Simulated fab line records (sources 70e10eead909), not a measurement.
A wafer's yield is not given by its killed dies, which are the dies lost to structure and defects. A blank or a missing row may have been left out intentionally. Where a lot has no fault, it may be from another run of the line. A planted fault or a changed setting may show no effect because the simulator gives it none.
Chamber matching -- flow nandHarc -- NHARC_A_STAIRCASE_ALD_415 on aldHk-03 has 4 sister chambers
The step deposits SiO2, target thk 30 nm, pulse time 6 s, ald cycles 300. 4 wafers are shown with their chamber, then 8 later ones without.

== WAFERS PAIRED WITH THEIR CHAMBERS ==
wafer,chamber,heaterPowerW (W)
L080.1,0,528
L085.1,1,434
L085.3,3,433
L086.3,2,477

== WAFERS WITH NO CHAMBER GIVEN ==
wafer,heaterPowerW (W)
L086.5,430
L086.6,483
L088.3,430
L088.4,546
L088.6,487
L096.1,410
L096.2,538
L096.3,436

== WHICH CHAMBER EACH WENT THROUGH ==
wafer,from the rows above,in truth
L086.5,can't be placed: 3 or 1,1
L086.6,2,2
L088.3,can't be placed: 3 or 1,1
L088.4,0,0
L088.6,2,2
L096.1,can't be placed: 3 or 1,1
L096.2,0,0
L096.3,can't be placed: 1 or 3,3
4 of 8 placed correctly. From these rows, 4 cannot be placed; in 4 the true chamber is one of the candidates. Wrongly placed: 0.
How it was worked out, from the rows above alone: a wafer's distance from a chamber is the root of the sum, over the readings, of the square of ((its reading less the chamber's mean) divided by the reading's scatter). If the next closest chamber is less than 2 further off than the closest, the wafer can't be placed; otherwise it belongs to the closest. For every chamber, the mean is computed from those of its wafers that are shown. The scatter: root of mean squared gap, hidden wafer to nearest shown wafer, with one shown wafer a chamber.
